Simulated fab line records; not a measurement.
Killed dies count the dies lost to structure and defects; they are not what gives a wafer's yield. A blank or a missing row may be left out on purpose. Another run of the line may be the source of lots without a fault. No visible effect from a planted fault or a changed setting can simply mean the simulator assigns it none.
A struck lot beside a sound one + flow nandHarc + 14 steps out of a route of 1302
Sound: the wafers L206.3, L206.5, L206.6. The struck wafers were L224.1, L224.3, L224.5. Last of all comes the cause.
At each step with rows: each side's tool, then ch and its chambers, then its first start. Under that, the readings that differ: sound wafers + struck wafers + difference of the means + sigmas: that difference in standard deviations of wafers without a fault.
alike: same words and numbers on both sides, and readings whose means sit less than 2 such deviations apart. not compared: any withheld reading, any reading some wafer has no value for, any bound like >300 that may hide the same value, and any number with overlapping values for which the record gives no deviation.
The two part at a step that has a row with sigmas, a row that says differs or no value, or rows on one side only. Non-overlapping numbers with no deviation appear without sigmas and do not part them. Lack of a reading on every wafer of one side parts them only where that side has two or more wafers.

NHARC_A_SGD_CUT_ETCH_15: etches the open film in CH3F/O2, target depth 75 nm, time 64.3 s.
  sound: rieDiel-10 ch 2,3; struck: rieDiel-01 ch 0,2
| reading                  | sound       | struck      | difference | sigmas |
|--------------------------|-------------|-------------|------------|--------|
| drypumpMotorCurrentA (A) | 6.7 6.7 6.2 | 5.3 5.8 5.3 | -1.1       | -2     |
  alike: oesProductAu, rfFwdPowerW, rfVppV, showerheadPlenumPTorr, throttleValvePct
  not compared: rfHoursCounterH
NHARC_A_SGD_CUT_ETCH_16: etches the open film in C4F8/O2/Ar, target depth 310.5 nm, time 155.2 s.
  sound: rieDiel-10 ch 1,2; struck: rieDiel-01 ch 0,1,3
  alike: oesProductAu, rfFwdPowerW, rfVppV
  not compared: rfHoursCounterH
then, 1 step without rows for these wafers: NHARC_A_SGD_CUT_STRIP_60 (strips in C4F8/O2/Ar).
NHARC_A_SGD_CUT_STRIP_17: strips in O2.
  sound: rieDiel-10 ch 0,3; struck: rieDiel-01 ch 0,1,3
  alike: drypumpMotorCurrentA, oesProductAu, rfVppV, showerheadPlenumPTorr, throttleValvePct
  not compared: rfHoursCounterH
then, 4 steps without rows for these wafers: NHARC_A_SGD_CUT_PRECLEAN_18 (cleans in SC1); NHARC_A_SGD_CUT_SRD_19; NHARC_A_SGD_CUT_DEP_20 (deposits SiO2, target thk 150 nm); NHARC_A_SGD_CUT_ANNEAL_27 (time 1800 s).
NHARC_A_SGD_CUT_CMP_21: polishes, target thk 148.19 nm.
  sound on cmp-02 ch 0,1,2, day 20 16:35; struck on cmp-03 ch 1,2,3, day 27 10:14
  alike: motorCurrentA, timeToEndpointS
NHARC_A_SGD_CUT_THK_MEAS_22: measures by ellipsometry.
  sound on filmMetro-02 at day 20 16:46; struck on filmMetro-01 at day 27 10:27
  alike: thkNm
then, 2 steps without rows for these wafers: NHARC_A_SGD_CUT_SRD_23; NHARC_A_SGD_CUT_ETCH_26 (etches SiO2 in dHF, target depth 45.8 nm).
NHARC_A_SGD_CUT_ETCHBACK_24: etches the open film in CH3F/O2, target depth 50 nm, time 92.857 s.
  sound on rieDiel-01 ch 0,2, day 20 17:01; struck on rieDiel-01 ch 0,1, day 27 10:46
  no value came back on the struck wafers for any of 8 readings (biasW (W), ch3fFlowSccm (sccm) and others); on the sound wafers biasW (W) reads 100.4 99.5 99.6
  not compared: rfHoursCounterH
NHARC_A_SGD_CUT_STRIP_28: strips in O2, time 20 s.
  sound on rieDiel-01 ch 1,2, day 20 17:10; struck on rieDiel-01 ch 0,3, day 27 10:54
| reading                      | sound          | struck         | difference | sigmas |
|------------------------------|----------------|----------------|------------|--------|
| showerheadPlenumPTorr (Torr) | 3.31 3.30 3.45 | 3.56 3.77 3.77 | +0.35      | +3     |
  alike: drypumpMotorCurrentA, oesProductAu, rfVppV, throttleValvePct
  not compared: rfHoursCounterH

WHERE THEY PART
Last at NHARC_A_SGD_CUT_STRIP_28 as far as this record goes, first at NHARC_A_SGD_CUT_ETCH_15.

WHY: whatever the simulator had introduced
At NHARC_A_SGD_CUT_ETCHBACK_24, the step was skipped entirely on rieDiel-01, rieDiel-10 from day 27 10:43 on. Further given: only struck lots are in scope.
